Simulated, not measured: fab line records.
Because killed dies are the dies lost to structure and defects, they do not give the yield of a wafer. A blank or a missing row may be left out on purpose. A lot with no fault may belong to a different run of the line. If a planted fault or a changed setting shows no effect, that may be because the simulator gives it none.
Split-lot study | flow n5Finfet | route with 1938 steps; 7 lots, 39 wafers read

## ON THE SPLIT
At N5_BEOL_M9_DEP_56 (deposits SiCN from 3MS/NH3, target thk 15 nm, time 26.5 s), the setting targetThkA was moved away from the recipe's 150 angstrom on 18 of the 39 wafers read, by -59.6% to +31.1%. This setting was run at the recipe's value on the other wafers.

The reading comes from the split's own step.

## THE READING
SiCN_of_BEOL_M9_DEP_56.thkNm (the simulator's own value, which no gauge read), in nm, at N5_BEOL_M9_DEP_56 (deposits SiCN from 3MS/NH3, target thk 15 nm, time 26.5 s). The file does not state a usual value for it. Here, 21 wafers ran the recipe; their average is 14.8 nm with a standard deviation of 0.21 nm.

wafer  | tool, chamber at the split | targetThkA as run, angstrom | against the recipe | SiCN_of_BEOL_M9_DEP_56.thkNm, nm | against lot-mates on the recipe
L074.1 | pecvd-01, 2                | 150                         | recipe             | 14.6                             | -
L074.2 | pecvd-01, 0                | 190.7                       | +27.1%             | 19.2                             | +4.3
L074.6 | pecvd-01, 0                | 190.7                       | +27.1%             | 19.2                             | +4.3
L074.3 | pecvd-01, 1                | 150                         | recipe             | 15                               | -
L074.4 | pecvd-01, 1                | 150                         | recipe             | 15                               | -
L074.5 | pecvd-01, 2                | 190.7                       | +27.1%             | 18.8                             | +3.9
L080.1 | pecvd-03, 1,2              | 150                         | recipe             | 14.8                             | -
L080.3 | pecvd-03, 1,2              | 150                         | recipe             | 14.8                             | -
L080.5 | pecvd-03, 2                | 150                         | recipe             | 15                               | -
L082.1 | pecvd-03, 1                | 150                         | recipe             | 14.8                             | -
L082.2 | pecvd-03, 0                | 82.97                       | -44.7%             | 8.2                              | -6.8
L082.3 | pecvd-03, 2                | 150                         | recipe             | 15                               | -
L082.4 | pecvd-03, 1                | 150                         | recipe             | 15.2                             | -
L082.5 | pecvd-03, 0                | 82.97                       | -44.7%             | 8.8                              | -6.2
L082.6 | pecvd-03, 2                | 82.97                       | -44.7%             | 8.6                              | -6.4
L081.1 | pecvd-01, 0,2              | 71.49                       | -52.3%             | 7.2                              | -7.9
L081.6 | pecvd-01, 0,2              | 71.49                       | -52.3%             | 7.2                              | -7.9
L081.2 | pecvd-01, 1                | 71.49                       | -52.3%             | 7.4                              | -7.7
L081.3 | pecvd-01, 2                | 150                         | recipe             | 14.8                             | -
L081.4 | pecvd-01, 1,0              | 150                         | recipe             | 15.2                             | -
L081.5 | pecvd-01, 1,0              | 150                         | recipe             | 15.2                             | -
L083.1 | pecvd-01, 1,2,2            | 150                         | recipe             | 14.6                             | -
L083.2 | pecvd-01, 1,2,2            | 150                         | recipe             | 14.6                             | -
L083.4 | pecvd-01, 1,2,2            | 150                         | recipe             | 14.6                             | -
L083.3 | pecvd-01, 1                | 66.06                       | -56.0%             | 6.4                              | -8.2
L083.5 | pecvd-01, 1                | 66.06                       | -56.0%             | 6.4                              | -8.2
L083.6 | pecvd-01, 2                | 66.06                       | -56.0%             | 6.2                              | -8.4
L090.1 | pecvd-04, 1,2              | 150                         | recipe             | 14.6                             | -
L090.3 | pecvd-04, 1,2              | 150                         | recipe             | 14.6                             | -
L090.2 | pecvd-04, 0                | 196.7                       | +31.1%             | 19.2                             | +4.5
L090.4 | pecvd-04, 1                | 196.7                       | +31.1%             | 19.4                             | +4.7
L090.5 | pecvd-04, 0                | 196.7                       | +31.1%             | 19.8                             | +5.1
L090.6 | pecvd-04, 2                | 150                         | recipe             | 14.8                             | -
L096.1 | pecvd-03, 0,2              | 60.67                       | -59.6%             | 6                                | -8.8
L096.3 | pecvd-03, 0,2              | 60.67                       | -59.6%             | 6                                | -8.8
L096.2 | pecvd-03, 1                | 150                         | recipe             | 14.6                             | -
L096.4 | pecvd-03, 2                | 150                         | recipe             | 15                               | -
L096.5 | pecvd-03, 1                | 60.67                       | -59.6%             | 6.2                              | -8.6
L096.6 | pecvd-03, 0                | 150                         | recipe             | 14.8                             | -
When a row names more than one chamber, that row covers several wafers, and the file does not tell which wafer ran in which chamber.

FIT RESULTS
A straight line over all 39 wafers: SiCN_of_BEOL_M9_DEP_56.thkNm changes by +0.148 nm for each +1% of targetThkA; r = +1.00; the points scatter about the line by 0.24 nm.
The same after taking each lot's own level away (the mean of its wafers on the recipe; 39 wafers): +0.149 nm for each +1%; r = +1.00; scatter 0.18 nm.
The reading moves by 8.9 nm for the largest change in targetThkA, on that fit.
The span of the lots' own levels, 14.60 to 15.07 nm, comes to 2.2 times the standard deviation stated above.
So the lot-to-lot level changes the slope little: the two slopes agree.
Check: for one of the wafers moved furthest among these (-59.6%), held out of the fit, the line's prediction against its lot-mates is -8.81 nm. It came out at -8.8 nm against them.

## OTHER SPLITS ON THESE WAFERS
These wafers also went through other splits before the reading. Each is held against what the fit with the lots' levels taken away leaves over:
other split on the same wafers | wafers away from the commonest value | r with SiCN_of_BEOL_M9_DEP_56.thkNm (lot level and that fit taken away)
N5_BEOL_M9_ILD_DEP_00 timeS    | 15                                   | +0.27

## THE FILE'S OWN FIT
SiCN_of_BEOL_M9_DEP_56.thkNm changes by +0.148 nm for each +1% of targetThkA, r = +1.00.
